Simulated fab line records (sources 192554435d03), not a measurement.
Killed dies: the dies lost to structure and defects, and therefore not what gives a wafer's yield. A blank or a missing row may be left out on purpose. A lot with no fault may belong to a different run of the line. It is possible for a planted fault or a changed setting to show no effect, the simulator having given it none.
Comparing a struck lot with a sound one    flow n5-finfet    16 steps out of a route of 1938
Sound: the wafers L889.1, L889.4, L889.5. Wafers L893.1, L893.4, L893.6 were the ones struck. The cause comes at the end.
For every step that has rows: the tool of each side, followed by ch and its chambers, followed by its first start. Under that, the readings that differ: sound wafers    struck wafers    difference of the means    sigmas: that difference in standard deviations of wafers without a fault.
alike: words and numbers the same on both sides, and readings whose means are apart by under 2 such deviations; not compared: readings that were withheld, readings missing a value for some wafer, numbers with overlapping values and no deviation given by the record, and bounds like >300 which may hide the same value.
The two part at a step that has a row with sigmas, a row that says differs or no value, or rows on one side only. Non-overlapping numbers with no deviation appear without sigmas and do not part them. A reading missing from all wafers of one side parts the sides only when that side holds two or more wafers.

N5_BEOL_M4_ETCH_41: etches SiCN in CH3F/O2, target depth 29.9 nm, time 52.5 s.
  sound: rie-diel-02 ch 0,3; struck: rie-diel-03 ch 2,3
  alike: drypump-motor-current-A, oes-product-au, rf-vpp-V, showerhead-plenum-p-Torr, throttle-valve-pct
  not compared: rf-hours-counter-h
N5_BEOL_M4_STRIP_97: strips in N2/H2, time 10 s.
  sound: rie-diel-02 ch 0,3; struck: rie-diel-03 ch 2,3
  alike: drypump-motor-current-A, oes-product-au, rf-vpp-V, showerhead-plenum-p-Torr, throttle-valve-pct
  not compared: rf-hours-counter-h
N5_BEOL_M4_OCD_MEAS_38:
  sound on ocd-01 at day 14 15:48; struck on ocd-02 at day 16 23:01
  alike: trench-depth-nm
then, 4 steps without rows for these wafers: N5_BEOL_M4_HM_STRIP_39 (strips TiN in peroxide tin strip, target depth 25 nm, time 158 s); N5_BEOL_M4_SRD_40 (time 30 s); N5_BEOL_M4_PRECLEAN_42 (cleans in residue remover, time 60 s); N5_BEOL_M4_SRD_43 (time 30 s).
N5_BEOL_M4_CD_MEAS_35: target cd 18 nm, target cd y 22.4 nm.
  sound on cd-sem-02 at day 14 15:57; struck on cd-sem-03 at day 16 23:11
reading     sound           struck          difference  sigmas
cd-nm (nm)  17.1 17.4 17.1  18.1 18.2 18.2  +1.0        +3
then, 1 step without rows for these wafers: N5_BEOL_M4_DEGAS_44 (time 60 s).
N5_BEOL_M4_PRE_CLEAN_45: time 30 s.
  sound on pvd-sputter-03 at day 14 16:35; struck on pvd-sputter-01 at day 16 23:35
  alike: heater-power-w
then, 1 step without rows for these wafers: N5_BEOL_M4_ALD_84 (deposits TaN, pulse time 2 s, purge time 3 s, co reactant purge time 2 s).
N5_BEOL_M4_SURFACE_TREAT_85:
  sound on pvd-sputter-03 at day 14 16:57; struck on pvd-sputter-01 at day 17 00:10
  not compared: throttle-valve-pct
N5_BEOL_M4_CVD_47: deposits Co from CCTBA/H2, target thk 3 nm, time 223.8 s.
  sound on cvd-co-01 ch 0,1, day 14 17:04; struck on cvd-co-02 ch 0,2, day 17 00:14
reading           sound              struck             difference  sigmas
run-length-s (s)  247.5 245.7 247.1  412.8 413.6 412.3  +166.1      +99 or more
  alike: chamber-pressure-Torr
  not compared: since-wet-clean-h
N5_BEOL_M4_SPUTTER_48: material Cu, target thk 4.5 nm, time 8.29 s.
  sound on pvd-sputter-01 at day 14 17:14; struck on pvd-sputter-01 at day 17 00:40
reading                 sound           struck          difference  sigmas
throttle-valve-pct (%)  27.2 28.7 27.4  30.9 28.6 31.0  +2.4        +2
N5_BEOL_M4_RC_MEAS_101:
  sound on prober-02 ch 0, day 14 20:06; struck on prober-01 ch 0, day 17 03:32
  alike: DIBL_N, DIBL_P, IOFF_N, IOFF_P, ION_N, ION_P, SS_N, SS_P, VT_N, VT_P
N5_PASSIVATION_PROBE_49:
  sound wafers here have rows in the record (prober-02, day 19 08:44); struck ones have none

== WHERE THEY PART ==
First at N5_BEOL_M4_CD_MEAS_35; last, within this record, at N5_PASSIVATION_PROBE_49.

WHY: the cause the simulator had injected
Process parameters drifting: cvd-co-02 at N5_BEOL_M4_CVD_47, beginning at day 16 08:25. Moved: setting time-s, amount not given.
